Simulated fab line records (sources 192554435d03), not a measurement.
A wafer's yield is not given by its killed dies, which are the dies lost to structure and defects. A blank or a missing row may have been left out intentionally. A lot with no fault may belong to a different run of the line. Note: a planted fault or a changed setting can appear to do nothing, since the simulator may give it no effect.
Which tool was responsible?    flow n5 finfet    33 wafers from 11 lots sampled at 3 of the route's 1938 steps

## WHAT THE GAUGES READ, wafer by wafer
N5_BEOL_M10_CD_MEAS_28 targets a cd of 70 nm.
lot   measured      on         cd nm (nm)
L812  day 10 06:24  cd sem-02  68.6 68.1 67.3
L813  day 10 17:49  cd sem-03  70.0 67.5 69.6
L814  day 10 21:02  cd sem-03  69.5 68.8 68.8
L815  day 11 06:02  cd sem-02  70.9 70.8 70.5
L816  day 11 09:58  cd sem-01  66.5 67.9 69.8
L817  day 11 10:08  cd sem-02  69.3 68.3 67.3
L825  day 13 11:47  cd sem-03  67.7 68.1 68.1
L824  day 13 15:32  cd sem-03  71.0 71.4 71.1
L829  day 14 19:52  cd sem-03  67.8 68.6 69.7
L830  day 15 02:56  cd sem-02  71.3 70.7 70.2
L833  day 15 18:16  cd sem-02  70.3 69.4 70.0

N5_BEOL_M10_OVL_MEAS_29.
lot   measured      on          V9_OVL (nm)
L812  day 10 06:26  overlay-02  0.1 1.4 0.4
L813  day 10 17:50  overlay-02  1.3 1.1 1.2
L814  day 10 21:04  overlay-01  2.9 0.9 1.1
L815  day 11 06:04  overlay-02  1.7 1.2 1.0
L816  day 11 09:59  overlay-02  1.5 0.3 -0.1
L817  day 11 10:10  overlay-02  -0.2 0.3 1.4
L825  day 13 11:49  overlay-02  0.3 1.3 1.2
L824  day 13 15:34  overlay-01  0.1 0.1 -0.8
L829  day 14 19:53  overlay-01  1.0 -0.2 1.1
L830  day 15 02:58  overlay-01  1.5 0.0 1.9
L833  day 15 18:17  overlay-02  -0.5 1.1 0.1

N5_BEOL_M10_INSPECT_30: inspects for defects (brightfield).
lot   measured      on                 raw defect count
L812  day 10 06:27  defect inspect-01  471 340 301
L813  day 10 17:52  defect inspect-01  316 349 417
L814  day 10 21:05  defect inspect-02  371 443 357
L815  day 11 06:05  defect inspect-02  571 609 700
L816  day 11 10:01  defect inspect-02  335 451 412
L817  day 11 10:11  defect inspect-02  364 449 617
L825  day 13 11:50  defect inspect-02  524 596 599
L824  day 13 15:35  defect inspect-02  275 286 375
L829  day 14 19:55  defect inspect-02  479 404 426
L830  day 15 02:59  defect inspect-01  338 261 388
L833  day 15 18:19  defect inspect-01  440 470 530

## TOOL THAT RAN EACH LOT (tool first, then ch and the chambers of the sampled wafers, then the start)
Before these readings, the record contains no process step.

## WHAT THE TOOLS THEMSELVES READ (means of the sampled wafers that have a number; where no wafer has one, the mark that the record gives instead)
The record holds no such reading with a usual standard deviation.

## THE ANSWER, worked out from the rows above alone
Rule: the usual values come from the lots themselves. The widest of any qualifying gaps counts: lots, ordered by their means at a reading, are off when they make up no more than a third of the lots, leave a main group of 4 or more, and stand apart from it by 3 or more times the standard deviation of that group's means. The tables above print the reading to a certain number of digits; a main group whose means all agree to those digits is not used. A lot without any number at a reading at which 4 lots or more have one is off too. All remaining lots with rows at the step are treated as sound. The gauges are gone through in route order, then the tools' own readings, and for those a lot's mean is taken as printed above. The first step at which some lot is off is used, and at that step the reading that is off furthest; a lot without a number counts as furthest.
None of the lots is off at any reading shown; this tells nothing.

## WHAT THE SIMULATOR PUT IN
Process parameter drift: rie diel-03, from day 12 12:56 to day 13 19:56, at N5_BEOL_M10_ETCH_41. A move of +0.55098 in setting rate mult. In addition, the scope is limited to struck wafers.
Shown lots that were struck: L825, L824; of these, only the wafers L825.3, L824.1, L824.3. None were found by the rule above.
